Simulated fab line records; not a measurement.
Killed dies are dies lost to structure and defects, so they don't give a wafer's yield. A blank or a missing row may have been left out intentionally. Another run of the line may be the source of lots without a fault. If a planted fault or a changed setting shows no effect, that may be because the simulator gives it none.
Which tool did it? ; flow n5 finfet ; Sampling: 24 lots, 72 wafers, 6 of 1938 route steps

WHAT THE GAUGES SHOWED, per wafer
N5_SD_EPI_N_INSPECT_26: inspects for defects (darkfield).
lot;measured;on;raw defect count
L074;day 3 05:03;defect inspect-02;230 221 221
L075;day 3 11:19;defect inspect-02;197 228 228
L076;day 3 21:10;defect inspect-01;245 197 216
L077;day 3 22:44;defect inspect-01;216 238 153
L078;day 4 05:07;defect inspect-01;179 193 190
L079;day 4 12:06;defect inspect-01;311 231 226
L080;day 4 18:51;defect inspect-02;241 202 219
L081;day 5 00:17;defect inspect-02;207 293 260
L082;day 5 04:12;defect inspect-01;210 219 183
L083;day 5 10:54;defect inspect-01;213 239 186
L084;day 5 19:11;defect inspect-02;187 240 161
L085;day 6 00:06;defect inspect-01;194 164 223
L086;day 6 04:56;defect inspect-01;226 124 154
L087;day 6 12:09;defect inspect-02;292 292 236
L088;day 6 17:38;defect inspect-02;160 188 212
L089;day 7 03:49;defect inspect-02;237 246 220
L090;day 7 05:13;defect inspect-01;230 170 156
L091;day 7 15:04;defect inspect-02;229 215 304
L092;day 7 15:47;defect inspect-01;174 208 184
L093;day 7 23:05;defect inspect-02;311 224 231
L094;day 8 03:49;defect inspect-01;237 184 200
L095;day 8 12:03;defect inspect-02;209 279 255
L096;day 8 22:04;defect inspect-02;246 240 202
L097;day 9 00:59;defect inspect-02;201 144 183

N5_SD_EPI_P_EPI_MEAS_23.
lot;measured;on;thk nm (nm)
L074;day 3 09:06;film metro-01;63.0 59.3 59.0
L075;day 3 15:14;film metro-02;61.1 60.8 59.2
L076;day 4 02:02;film metro-02;61.9 62.1 62.3
L077;day 4 02:46;film metro-02;60.0 60.0 60.0
L078;day 4 09:29;film metro-01;60.0 58.5 61.7
L079;day 4 16:33;film metro-01;58.1 60.2 61.3
L080;day 4 22:53;film metro-02;60.2 61.5 59.6
L081;day 5 04:32;film metro-01;62.2 61.8 62.7
L082;day 5 09:12;film metro-02;59.7 61.6 59.3
L083;day 5 15:09;film metro-02;61.9 61.4 60.5
L084;day 5 23:05;film metro-01;61.5 60.7 60.8
L085;day 6 04:58;film metro-02;59.6 61.9 60.9
L086;day 6 09:04;film metro-02;62.8 60.0 58.3
L087;day 6 16:04;film metro-02;60.4 60.9 60.3
L088;day 6 21:32;film metro-01;61.7 62.1 60.7
L089;day 7 07:54;film metro-02;62.6 59.4 61.9
L090;day 7 09:23;film metro-02;59.7 59.3 60.5
L091;day 7 19:07;film metro-02;60.5 61.7 60.3
L092;day 7 19:50;film metro-01;62.3 60.9 61.4
L093;day 8 03:07;film metro-01;61.3 61.0 62.3
L094;day 8 07:57;film metro-01;61.9 61.5 59.8
L095;day 8 16:56;film metro-02;62.0 60.8 59.1
L096;day 9 02:00;film metro-01;61.0 60.2 62.4
L097;day 9 05:44;film metro-02;59.4 61.1 59.9

N5_SD_EPI_P_INSPECT_26: inspects for defects (darkfield).
lot;measured;on;raw defect count
L074;day 3 09:17;defect inspect-02;205 188 183
L075;day 3 15:25;defect inspect-02;199 197 199
L076;day 4 02:13;defect inspect-01;191 167 136
L077;day 4 02:56;defect inspect-01;169 173 123
L078;day 4 09:41;defect inspect-02;158 171 161
L079;day 4 16:43;defect inspect-01;255 190 165
L080;day 4 23:04;defect inspect-02;232 155 162
L081;day 5 04:43;defect inspect-01;166 261 218
L082;day 5 09:22;defect inspect-02;193 221 199
L083;day 5 15:19;defect inspect-01;196 203 153
L084;day 5 23:16;defect inspect-02;205 225 184
L085;day 6 05:08;defect inspect-01;152 148 214
L086;day 6 09:14;defect inspect-02;168 97 146
L087;day 6 16:14;defect inspect-01;220 237 188
L088;day 6 21:43;defect inspect-01;117 150 144
L089;day 7 08:11;defect inspect-01;176 196 184
L090;day 7 09:34;defect inspect-02;253 209 205
L091;day 7 19:17;defect inspect-01;130 128 186
L092;day 7 20:01;defect inspect-02;167 188 164
L093;day 8 03:17;defect inspect-01;235 201 206
L094;day 8 08:07;defect inspect-02;222 180 228
L095;day 8 17:07;defect inspect-01;207 183 179
L096;day 9 02:10;defect inspect-02;227 185 200
L097;day 9 05:55;defect inspect-02;178 112 180

N5_SD_ACTIVATION_INSPECT_02: inspects for defects (darkfield).
lot;measured;on;raw defect count
L074;day 3 10:02;defect inspect-02;204 179 182
L075;day 3 16:10;defect inspect-02;184 210 209
L076;day 4 03:13;defect inspect-01;187 178 142
L077;day 4 03:46;defect inspect-01;173 155 124
L078;day 4 10:26;defect inspect-02;169 175 150
L079;day 4 17:28;defect inspect-01;251 193 174
L080;day 4 23:49;defect inspect-01;214 139 142
L081;day 5 05:29;defect inspect-02;205 293 248
L082;day 5 10:07;defect inspect-01;163 179 178
L083;day 5 16:04;defect inspect-02;216 245 185
L084;day 6 00:01;defect inspect-02;207 228 193
L085;day 6 05:54;defect inspect-01;153 147 203
L086;day 6 09:59;defect inspect-01;150 82 132
L087;day 6 16:59;defect inspect-02;246 255 212
L088;day 6 22:33;defect inspect-01;139 147 151
L089;day 7 08:56;defect inspect-01;167 196 182
L090;day 7 10:19;defect inspect-02;258 195 203
L091;day 7 20:02;defect inspect-01;139 147 182
L092;day 7 20:57;defect inspect-02;168 191 159
L093;day 8 04:12;defect inspect-01;231 186 208
L094;day 8 09:08;defect inspect-01;202 144 190
L095;day 8 17:59;defect inspect-02;244 209 200
L096;day 9 02:55;defect inspect-02;232 183 204
L097;day 9 06:41;defect inspect-01;155 90 154

EACH LOT AND THE TOOL THAT RAN IT (in order: tool; ch and the chambers of the sampled wafers; start)
lot;N5_DUMMY_GATE_ETCH_31;N5_SPACER0_ALD_08
L074;rie diel-05 ch 1,3, day 2 22:12;ald sin-02 ch 1,2, day 2 23:32
L075;rie diel-03 ch 0,2,3, day 3 04:11;ald sin-03 ch 0,1,3, day 3 05:55
L076;rie diel-06 ch 0,1,2, day 3 15:07;ald sin-02 ch 0,2,3, day 3 16:31
L077;rie diel-06 ch 0,1, day 3 16:58;ald sin-03 ch 0,2,3, day 3 18:08
L078;rie diel-03 ch 0,2, day 3 22:41;ald sin-03 ch 0,1,3, day 3 23:52
L079;rie diel-05 ch 0,2,3, day 4 06:08;ald sin-02 ch 0,1,3, day 4 07:27
L080;rie diel-05 ch 1,2,3, day 4 12:56;ald sin-04 ch 0,2,3, day 4 14:07
L081;rie diel-06 ch 2,3, day 4 17:34;ald sin-04 ch 0,1,2, day 4 19:32
L082;rie diel-03 ch 2,3, day 4 21:45;ald sin-04 ch 1,3, day 4 22:58
L083;rie diel-06 ch 0,1,2, day 5 05:13;ald sin-02 ch 0,2, day 5 06:26
L084;rie diel-05 ch 0,1,3, day 5 13:21;ald sin-03 ch 0,2, day 5 14:31
L085;rie diel-05 ch 0,1,3, day 5 17:46;ald sin-02 ch 0,2,3, day 5 18:57
L086;rie diel-03 ch 1,2,3, day 5 22:26;ald sin-02 ch 1,2,3, day 5 23:37
L087;rie diel-05 ch 0,1,3, day 6 06:11;ald sin-02 ch 1,2, day 6 07:38
L088;rie diel-05 ch 0,1,2, day 6 11:08;ald sin-04 ch 1,2,3, day 6 12:52
L089;rie diel-06 ch 0,1,3, day 6 21:29;ald sin-02 ch 0,1,2, day 6 23:18
L090;rie diel-05 ch 0,1, day 6 22:18;ald sin-02 ch 1,2,3, day 6 23:50
L091;rie diel-05 ch 1,2,3, day 7 08:57;ald sin-04 ch 0,2,3, day 7 10:10
L092;rie diel-06 ch 1,2, day 7 10:08;ald sin-04 ch 1,3, day 7 11:20
L093;rie diel-03 ch 0,3, day 7 16:57;ald sin-03 ch 0,1, day 7 18:07
L094;rie diel-03 ch 0,1,3, day 7 22:02;ald sin-02 ch 0,1,2, day 7 23:13
L095;rie diel-05 ch 0,3, day 8 06:16;ald sin-03 ch 0,1, day 8 07:27
L096;rie diel-03 ch 0,1,3, day 8 15:01;ald sin-04 ch 0,1, day 8 17:11
L097;rie diel-05 ch 0,2,3, day 8 16:49;ald sin-04 ch 1,2,3, day 8 20:11
- N5_DUMMY_GATE_ETCH_31: etches SiO2 in C4F6/O2, target depth 82.5 nm, time 27.5 s.
- N5_SPACER0_ALD_08: deposits SiNx, target thk 2 nm.

WHAT THE TOOLS THEMSELVES READ (means of the sampled wafers that have a number; where no wafer has one, the mark that the record gives instead)
N5_DUMMY_GATE_ETCH_31.
lot;tool;bias w (W);drypump motor current A (A);oes product au (a.u.);rf vpp V (V);showerhead plenum p Torr (Torr);throttle valve pct (%)
L074;rie diel-05;185.4;5.5;0.74;666;2.80;21.35
L075;rie diel-03;185.2;5.1;0.78;665;2.89;21.02
L076;rie diel-06;185.0;5.5;0.83;666;2.81;21.35
L077;rie diel-06;184.9;5.4;0.89;668;2.86;21.26
L078;rie diel-03;184.9;5.0;0.73;669;2.86;21.03
L079;rie diel-05;185.0;5.6;0.76;663;2.89;21.17
L080;rie diel-05;184.8;5.7;0.73;665;2.83;21.35
L081;rie diel-06;184.7;6.1;0.83;669;2.82;21.32
L082;rie diel-03;185.9;5.0;0.81;658;2.87;21.03
L083;rie diel-06;184.9;5.5;0.82;666;2.80;21.37
L084;rie diel-05;185.1;5.4;0.75;664;2.85;21.20
L085;rie diel-05;184.6;5.4;0.75;663;2.85;21.19
L086;rie diel-03;184.8;5.0;0.76;661;2.89;21.09
L087;rie diel-05;185.2;5.4;0.74;663;2.85;21.21
L088;rie diel-05;184.1;5.6;0.73;663;2.79;21.33
L089;rie diel-06;185.0;5.9;0.86;666;2.86;21.21
L090;rie diel-05;184.9;5.4;0.74;659;2.81;21.16
L091;rie diel-05;184.7;5.7;0.72;666;2.82;21.37
L092;rie diel-06;185.3;5.6;0.79;670;2.80;21.44
L093;rie diel-03;184.5;5.2;0.79;663;2.90;21.07
L094;rie diel-03;185.3;5.2;0.75;664;2.92;21.12
L095;rie diel-05;185.2;5.4;0.75;662;2.93;21.08
L096;rie diel-03;184.8;5.2;0.75;665;2.92;21.14
L097;rie diel-05;185.0;5.6;0.73;662;2.88;21.21

N5_SPACER0_ALD_08.
lot;tool;heater power outer w (W);heater power w (W)
L074;ald sin-02;503;804
L075;ald sin-03;508;825
L076;ald sin-02;560;909
L077;ald sin-03;512;839
L078;ald sin-03;497;811
L079;ald sin-02;516;815
L080;ald sin-04;516;838
L081;ald sin-04;557;878
L082;ald sin-04;514;776
L083;ald sin-02;558;893
L084;ald sin-03;489;805
L085;ald sin-02;559;908
L086;ald sin-02;491;828
L087;ald sin-02;445;719
L088;ald sin-04;497;789
L089;ald sin-02;500;794
L090;ald sin-02;497;818
L091;ald sin-04;520;852
L092;ald sin-04;473;750
L093;ald sin-03;500;837
L094;ald sin-02;497;786
L095;ald sin-03;504;829
L096;ald sin-04;567;883
L097;ald sin-04;496;784

THE ANSWER, worked out from the rows above alone
Rule: what is usual is taken from the lots themselves. The widest of any qualifying gaps counts: lots, ordered by their means at a reading, are off when they make up no more than a third of the lots, leave a main group of 4 or more, and stand apart from it by 3 or more times the standard deviation of that group's means. If all means in a main group match to the digits the tables above print for the reading, that group is not used. A lot without any number at a reading at which 4 lots or more have one is off too. Any other lot the step has rows for is counted as sound. After the gauges, taken in route order, come the tools' own readings; for these a lot's mean is taken, as printed above. At the first step where some lot is off, the reading lying furthest off is the one used; lots without a number count as furthest.
None of the lots is off at any reading shown; this tells nothing.

WHAT HAD BEEN PUT IN BY THE SIMULATOR
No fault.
